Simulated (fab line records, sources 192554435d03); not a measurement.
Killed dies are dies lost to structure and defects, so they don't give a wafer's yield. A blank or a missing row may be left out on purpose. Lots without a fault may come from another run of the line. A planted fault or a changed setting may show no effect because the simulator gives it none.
Chamber matching | flow n5_finfet | N5_BEOL_M15_ETCH_61 on rie_diel-01: 4 sister chambers
The step etches BARC in N2/H2, target depth 89 nm, overetch 26.7 nm, time 67.9 s. 7 wafers are shown with their chamber, then 7 later ones without.

WAFERS WITH THEIR CHAMBER
wafer  | chamber | throttle_valve_pct (%) | showerhead_plenum_p_Torr (Torr)
L074.5 | 1       | 18.00                  | 2.69
L080.5 | 3       | 18.29                  | 2.62
L081.4 | 2       | 17.49                  | 2.70
L081.5 | 3       | 18.31                  | 2.62
L081.6 | 0       | 18.07                  | 2.61
L087.3 | 2       | 17.49                  | 2.69
L087.4 | 0       | 18.10                  | 2.61

WAFERS WITHOUT THEIR CHAMBER
wafer  | throttle_valve_pct (%) | showerhead_plenum_p_Torr (Torr)
L087.6 | 18.33                  | 2.62
L095.3 | 17.93                  | 2.61
L095.4 | 17.52                  | 2.69
L095.6 | 17.52                  | 2.69
L097.1 | 17.56                  | 2.68
L097.2 | 18.10                  | 2.66
L097.6 | 18.10                  | 2.66

WHICH CHAMBER EACH WENT THROUGH
wafer  | from the rows above | in truth
L087.6 | 3                   | 3
L095.3 | 0                   | 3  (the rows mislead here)
L095.4 | 2                   | 2
L095.6 | 2                   | 2
L097.1 | 2                   | 2
L097.2 | 1                   | 1
L097.6 | 1                   | 1
Placed correctly: 6 of 7. Can't be placed from these rows: 0. Placed wrongly: 1.
How it was worked out, from the rows above alone: a wafer's distance from a chamber is the root of the sum, over the readings, of the square of ((its reading less the chamber's mean) divided by the reading's scatter). The wafer belongs to the nearest chamber; if the next one is less than 2 further off, it can't be placed. A chamber's mean is the mean of its shown wafers. The scatter: the root of (the sum of the squares of (reading less its chamber's mean) over the shown wafers, divided by (wafers less chambers)).
